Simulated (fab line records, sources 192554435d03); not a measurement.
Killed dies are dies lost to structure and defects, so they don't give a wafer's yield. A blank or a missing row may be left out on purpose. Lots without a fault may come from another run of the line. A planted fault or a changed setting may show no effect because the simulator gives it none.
Split-lot experiment | flow n5_finfet | 7 lots, 21 wafers read, on a route of 1938 steps

THE SPLIT
At N5_BEOL_M13_EXPOSE_07 (exposes mask V12), the setting dose_mj was moved away from the recipe's 24.8 on 4 of the 21 wafers read, by -3.1% to +6.2%. The other wafers ran this setting at the recipe's value.

FROM THE SPLIT TO THE READING: what the file shows between them, 11 steps
- N5_BEOL_M13_PEB_08: peb time 90 s
- N5_BEOL_M13_DEVELOP_09: develop time 45 s
- N5_BEOL_M13_HARDBAKE_14: time 120 s
- N5_BEOL_M13_CD_MEAS_10: target cd 190 nm
- N5_BEOL_M13_DESCUM_15: chemistry O2, time 7.9 s
- N5_BEOL_M13_ETCH_59: etches BARC in N2/H2, target depth 89 nm, overetch 26.7 nm, time 67.9 s
- N5_BEOL_M13_VIA_ETCH_16: etches SiOC in C4F8/O2/Ar, target depth 921.7 nm
- N5_BEOL_M13_STRIP_63: strips in N2/H2
- N5_BEOL_M13_STRIP_64: strips in N2/H2
- N5_BEOL_M13_STRIP_71: strips in post etch residue remover, time 60 s
- N5_BEOL_M13_SRD_72: time 30 s, dry time 30 s

THE READING
cd_nm, in nm, at N5_BEOL_M13_CD_MEAS_17 (target cd 190 nm). Fault-free wafers of this fab line usually give 191.3 nm, standard deviation 1.4 nm.

wafer  | tool, chamber at the split | dose_mj as run | against the recipe | cd_nm, nm | against lot-mates on the recipe
L076.2 | krf_scanner-02, 0          | 24.8           | recipe             | 192.0     | -
L076.3 | krf_scanner-02, 0          | 24.8           | recipe             | 190.4     | -
L076.5 | krf_scanner-02, 0          | 24.8           | recipe             | 194.0     | -
L078.1 | krf_scanner-02, 0          | 24.8           | recipe             | 190.5     | -
L078.2 | krf_scanner-02, 0          | 24.8           | recipe             | 190.9     | -
L078.6 | krf_scanner-02, 0          | 24.8           | recipe             | 191.1     | -
L082.2 | krf_scanner-02, 0          | 24.8           | recipe             | 192.1     | -
L082.3 | krf_scanner-02, 0          | 24.8           | recipe             | 191.3     | -
L082.4 | krf_scanner-02, 0          | 24.8           | recipe             | 191.7     | -
L083.1 | krf_scanner-02, 0          | 24.04          | -3.1%              | 190.1     | -3.7
L083.2 | krf_scanner-02, 0          | 24.8           | recipe             | 193.0     | -
L083.5 | krf_scanner-02, 0          | 24.8           | recipe             | 194.5     | -
L085.1 | krf_scanner-02, 0          | 26.33          | +6.2%              | 197.2     | +5.6
L085.2 | krf_scanner-02, 0          | 24.8           | recipe             | 192.1     | -
L085.5 | krf_scanner-02, 0          | 24.8           | recipe             | 191.2     | -
L090.1 | krf_scanner-01, 0          | 24.8           | recipe             | 190.3     | -
L090.5 | krf_scanner-01, 0          | 24.8           | recipe             | 189.1     | -
L090.6 | krf_scanner-01, 0          | 26.33          | +6.2%              | 197.1     | +7.4
L093.1 | krf_scanner-02, 0          | 24.8           | recipe             | 190.3     | -
L093.3 | krf_scanner-02, 0          | 26.17          | +5.5%              | 197.3     | +7.8
L093.5 | krf_scanner-02, 0          | 24.8           | recipe             | 188.8     | -

THE FIT
A straight line over all 21 wafers: cd_nm changes by +0.914 nm for each +1% of dose_mj; r = +0.83; the points scatter about the line by 1.4 nm.
The same after taking each lot's own level away (the mean of its wafers on the recipe; 21 wafers): +1.15 nm for each +1%; r = +0.95; scatter 0.88 nm.
On that fit, the largest move of dose_mj shifts the reading by 7.1 nm.
The lots' own levels span 189.55 to 193.75 nm, that is 3.0 times the standard deviation above.
So the lot-to-lot level changes the slope: the two fits differ.
Check: with one of the wafers moved furthest among these (+6.2%) left out of the fit, the line predicts +7.89 nm for it against its lot-mates. It came out at +5.55 nm against them.

THE WHOLE CHAIN: every reading that the file lists as answering this split, in the file's order
step                   | what it does     | reading | change (the file's fit)              | r (the file's)
N5_BEOL_M13_CD_MEAS_10 | target cd 190 nm | cd_nm   | +1.2 nm for each +1% of the setting  | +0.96
N5_BEOL_M13_CD_MEAS_17 | target cd 190 nm | cd_nm   | +1.16 nm for each +1% of the setting | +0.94

THE FILE'S OWN FIT
cd_nm changes by +1.16 nm for each +1% of dose_mj, r = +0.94.
